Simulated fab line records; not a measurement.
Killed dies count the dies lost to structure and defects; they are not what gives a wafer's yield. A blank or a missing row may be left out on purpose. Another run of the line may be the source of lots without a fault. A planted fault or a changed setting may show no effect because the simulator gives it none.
Matching of chambers :: flow n5Finfet :: 4 sister chambers for N5_BEOL_M7_DESCUM_16 on rieDiel-03
The step chemistry O2, time 7.9 s. 4 wafers are shown with their chamber, then 8 later ones without.

EACH WAFER AND ITS CHAMBER
wafer: L080.3
chamber: 3
drypumpMotorCurrentA (A): 6.3

wafer: L083.2
chamber: 2
drypumpMotorCurrentA (A): 6.1

wafer: L083.6
chamber: 0
drypumpMotorCurrentA (A): 4.9

wafer: L084.2
chamber: 1
drypumpMotorCurrentA (A): 6.0

WAFERS WITHOUT THEIR CHAMBER
wafer: L084.5
drypumpMotorCurrentA (A): 6.0

wafer: L084.6
drypumpMotorCurrentA (A): 6.2

wafer: L092.3
drypumpMotorCurrentA (A): 6.0

wafer: L092.5
drypumpMotorCurrentA (A): 4.9

wafer: L092.6
drypumpMotorCurrentA (A): 6.3

wafer: L094.3
drypumpMotorCurrentA (A): 6.1

wafer: L094.5
drypumpMotorCurrentA (A): 6.1

wafer: L094.6
drypumpMotorCurrentA (A): 4.9

WHICH CHAMBER EACH ONE RAN IN
wafer: L084.5
from the rows above: 1
in truth: 1

wafer: L084.6
from the rows above: can't be placed: 3 or 2
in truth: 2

wafer: L092.3
from the rows above: 1
in truth: 1

wafer: L092.5
from the rows above: 0
in truth: 0

wafer: L092.6
from the rows above: 3
in truth: 3

wafer: L094.3
from the rows above: 2
in truth: 2

wafer: L094.5
from the rows above: 2
in truth: 2

wafer: L094.6
from the rows above: 0
in truth: 0
Correctly placed: 7 of 8. Can't be placed from these rows: 1 (the true chamber is among the candidates in 1). Wrongly placed: 0.
How it was worked out, from the rows above alone: a wafer's distance from a chamber is the root of the sum, over the readings, of the square of ((its reading less the chamber's mean) divided by the reading's scatter). The wafer belongs to the nearest chamber; if the next one is less than 2 further off, it can't be placed. Each chamber's mean is taken over the wafers shown for it. The scatter: with one shown wafer a chamber, the root of the mean of the squares of how far each hidden wafer lies from its nearest shown one.
